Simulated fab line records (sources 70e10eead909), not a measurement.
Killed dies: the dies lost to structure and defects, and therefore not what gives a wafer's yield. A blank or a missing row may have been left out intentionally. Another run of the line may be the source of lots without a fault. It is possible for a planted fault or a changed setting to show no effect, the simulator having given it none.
A lot that was struck, set against a sound lot || flow nand harc || 15 out of 1302 route steps
Sound: the wafers L987.3, L987.5, L987.6. The struck wafers were L998.4, L998.5, L998.6. The cause comes at the end.
Per side, at each step with rows, come the tool, then ch with its chambers, and then its first start. Under that, the readings that differ: sound wafers || struck wafers || difference of the means || sigmas: that difference in standard deviations of wafers without a fault.
alike: readings whose means differ by less than 2 such deviations, and words and numbers that are the same on both sides. not compared: withheld readings, readings that some wafer has no value for, bounds like >300 that may hide the same value, and numbers for which the record gives no deviation and whose values overlap.
Wherever a step has rows on one side only, a row that says differs or no value, or a row with sigmas, the two part there. When numbers do not overlap yet have no deviation, they are printed without sigmas and do not part them. A reading that every wafer of one side lacks parts them only if that side has two wafers or more.

first, 8 steps without rows for these wafers: NHARC_P_GATE_DEHYDRATE_83 (time 120 s); NHARC_P_GATE_HMDS_84 (time 30 s); NHARC_P_GATE_COAT_85; NHARC_P_GATE_SOFTBAKE_86 (time 95 s); NHARC_P_GATE_EBR_87; NHARC_P_GATE_EXPOSE_88 (exposes mask P HVN, target cd 2000 nm); NHARC_P_GATE_PEB_89 (peb time 85 s); NHARC_P_GATE_DEVELOP_90 (time 70 s).
NHARC_P_GATE_CD_MEAS_91: target cd 2000 nm.
  sound on cd sem-01 ch 0, day 7 20:13; struck on cd sem-01 ch 0, day 12 13:09
  alike: cd nm
then, 1 step without rows for these wafers: NHARC_P_GATE_HARDBAKE_92 (time 80 s).
NHARC_P_GATE_DESCUM_93: chemistry O2, time 3 s.
  sound on rie diel-08 ch 1,2,3, day 7 20:23; struck on rie diel-08 ch 1,2, day 12 13:18
  alike: drypump motor current A, oes product au, rf vpp V, showerhead plenum p Torr, throttle valve pct
  not compared: rf hours counter h
next, for these wafers, 1 step has no rows: NHARC_P_GATE_IMPLANT_94.
NHARC_P_GATE_STRIP_113: strips in N2/H2, time 740 s.
  sound on plasma asher-02 ch 0,1, day 7 20:59; struck on plasma asher-01 ch 0,1, day 12 13:55
  no value came back on the struck wafers for drypump motor current A (A), heater power w (W); on the sound wafers drypump motor current A (A) reads 6.13 5.81 6.11
  not compared: rf hours counter h
NHARC_P_GATE_STRIP_95: strips in O2.
  sound on plasma asher-02 ch 0,1, day 7 21:29; struck on plasma asher-01 ch 0,1, day 12 14:24
  alike: drypump motor current A, heater power w
  not compared: rf hours counter h
NHARC_END_SORT_01:
  the record has rows for the sound wafers here (prober-02 ch 0, day 27 01:34) and none for the struck ones

WHERE THEY PART
At NHARC_P_GATE_STRIP_113 first; at NHARC_END_SORT_01 last (within this record only).

WHY: whatever the simulator had introduced
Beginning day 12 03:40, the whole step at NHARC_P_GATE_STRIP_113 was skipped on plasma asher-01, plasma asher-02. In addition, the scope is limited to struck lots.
